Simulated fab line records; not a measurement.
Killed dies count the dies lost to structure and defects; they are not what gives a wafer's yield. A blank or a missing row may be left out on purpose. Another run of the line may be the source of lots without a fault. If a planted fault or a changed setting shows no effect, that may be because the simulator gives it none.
What tool caused it? ; flow nand harc ; 42 wafers sampled from 14 lots at 1 step of a route of 1302

== WHAT THE GAUGES READ, wafer by wafer ==
NHARC_P_M0_CD_MEAS_09 targets a cd of 90 nm. Usual: cd nm reads 90.2 nm (standard deviation 0.72).
lot;measured;on;cd nm (nm);flag
L768;day 6 13:14;cd sem-02;89.4 90.2 90.1;
L769;day 7 01:40;cd sem-03;90.2 89.5 90.5;
L770;day 7 04:51;cd sem-02;89.2 89.4 89.1;
L775;day 9 10:27;cd sem-01;90.2 89.0 89.4;
L776;day 9 20:30;cd sem-02;89.5 89.0 89.7;
L782;day 12 02:39;cd sem-02;90.0 91.8 90.6;
L781;day 12 04:41;cd sem-01;89.8 89.3 89.0;
L783;day 13 00:46;cd sem-03;89.9 90.6 90.6;
L784;day 13 02:16;cd sem-03;90.7 90.2 90.5;
L785;day 13 13:25;cd sem-03;89.8 89.3 91.2;
L786;day 13 21:11;cd sem-01;90.0 89.8 90.7;
L788;day 14 19:34;cd sem-01;90.3 89.5 90.1;
L789;day 15 10:10;cd sem-02;90.2 91.0 90.7;
L790;day 15 19:08;cd sem-03;90.4 89.6 91.0;

== TOOL THAT RAN EACH LOT (tool first, then ch and the chambers of the sampled wafers, then the start) ==
The record holds no process step before these readings.

== AS READ BY THE TOOLS THEMSELVES (means over the sampled wafers that have a number; for cases with no such wafer, the mark the record gives instead) ==
The record holds no such reading with a usual standard deviation.

== THE ANSWER, worked out from the rows above alone ==
Rule: a lot counts as off when the mean over its wafers that have a number is more than 3 standard deviations away from the usual mean. A lot without any number at a reading at which 4 lots or more have one is off too. Where the step has rows for the other lots, those lots are counted as sound. After the gauges, taken in route order, come the tools' own readings; for these a lot's mean is taken, as printed above. At the first step where some lot is off, the reading lying furthest off is the one used; lots without a number count as furthest.
No lot is off at any reading shown: from this, nothing can be told.

== WHAT HAD BEEN PUT IN BY THE SIMULATOR ==
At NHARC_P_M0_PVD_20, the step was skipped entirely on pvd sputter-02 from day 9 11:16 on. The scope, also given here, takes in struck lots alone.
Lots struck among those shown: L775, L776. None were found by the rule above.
